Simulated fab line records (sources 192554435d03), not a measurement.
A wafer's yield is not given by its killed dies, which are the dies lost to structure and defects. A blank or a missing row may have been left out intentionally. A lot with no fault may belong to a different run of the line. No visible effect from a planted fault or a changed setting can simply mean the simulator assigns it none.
Matching of chambers + flow n5-finfet + pecvd-02 running N5_BEOL_M6_DEP_56: 3 sister chambers
The step deposits SiCN from 3MS/NH3, target thk 10 nm, time 17.5 s. 14 wafers are shown with their chamber, then 7 later ones without.

WAFERS PAIRED WITH THEIR CHAMBERS
| wafer  | chamber | showerhead-plenum-p-Torr (Torr) | throttle-valve-pct (%) |
|--------|---------|---------------------------------|------------------------|
| L075.1 | 2       | 3.650                           | 9.0                    |
| L075.3 | 0       | 3.676                           | 9.4                    |
| L075.5 | 0       | 3.672                           | 9.1                    |
| L078.2 | 0       | 3.677                           | 9.5                    |
| L078.4 | 1       | 3.666                           | 9.7                    |
| L078.6 | 0       | 3.679                           | 9.3                    |
| L083.3 | 0       | 3.681                           | 9.5                    |
| L083.4 | 2       | 3.649                           | 9.1                    |
| L083.5 | 0       | 3.673                           | 8.8                    |
| L085.2 | 1       | 3.661                           | 9.4                    |
| L085.3 | 0       | 3.673                           | 9.3                    |
| L085.5 | 0       | 3.676                           | 9.5                    |
| L086.1 | 0       | 3.678                           | 9.2                    |
| L086.4 | 1       | 3.671                           | 9.5                    |

SIGNATURES (means of the wafers above)
| reading                  | chamber 0 | chamber 1 | chamber 2 | scatter within a chamber |
|--------------------------|-----------|-----------|-----------|--------------------------|
| showerhead-plenum-p-Torr | 3.67611   | 3.66600   | 3.64950   | 0.00335                  |
| throttle-valve-pct       | 9.289     | 9.533     | 9.050     | 0.209                    |
Rule: for a wafer and a chamber, the distance is found by dividing, reading by reading, the gap between the wafer's reading and the chamber's mean by the reading's scatter, squaring, summing and taking the root. If the next closest chamber is less than 2 further off than the closest, the wafer can't be placed; otherwise it belongs to the closest. The scatter: take each reading less its chamber's mean, square it, sum over the shown wafers, divide by the number of wafers less the number of chambers, and take the root.

WAFERS WITH NO CHAMBER GIVEN
| wafer  | showerhead-plenum-p-Torr (Torr) | throttle-valve-pct (%) |
|--------|---------------------------------|------------------------|
| L086.6 | 3.647                           | 8.5                    |
| L096.1 | 3.644                           | 9.0                    |
| L096.2 | 3.679                           | 8.9                    |
| L096.3 | 3.666                           | 9.3                    |
| L096.4 | 3.657                           | 9.2                    |
| L096.5 | 3.670                           | 9.5                    |
| L096.6 | 3.642                           | 9.2                    |

WHICH CHAMBER EACH WENT THROUGH
| wafer  | from the rows above     | in truth |
|--------|-------------------------|----------|
| L086.6 | 2                       | 2        |
| L096.1 | 2                       | 2        |
| L096.2 | 0                       | 0        |
| L096.3 | can't be placed: 1 or 0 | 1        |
| L096.4 | can't be placed: 2 or 1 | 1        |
| L096.5 | can't be placed: 1 or 0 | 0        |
| L096.6 | 2                       | 2        |
Placed correctly: 4 of 7. Can't be placed from these rows: 3 (the true chamber is among the candidates in 3). Wrongly placed: 0.
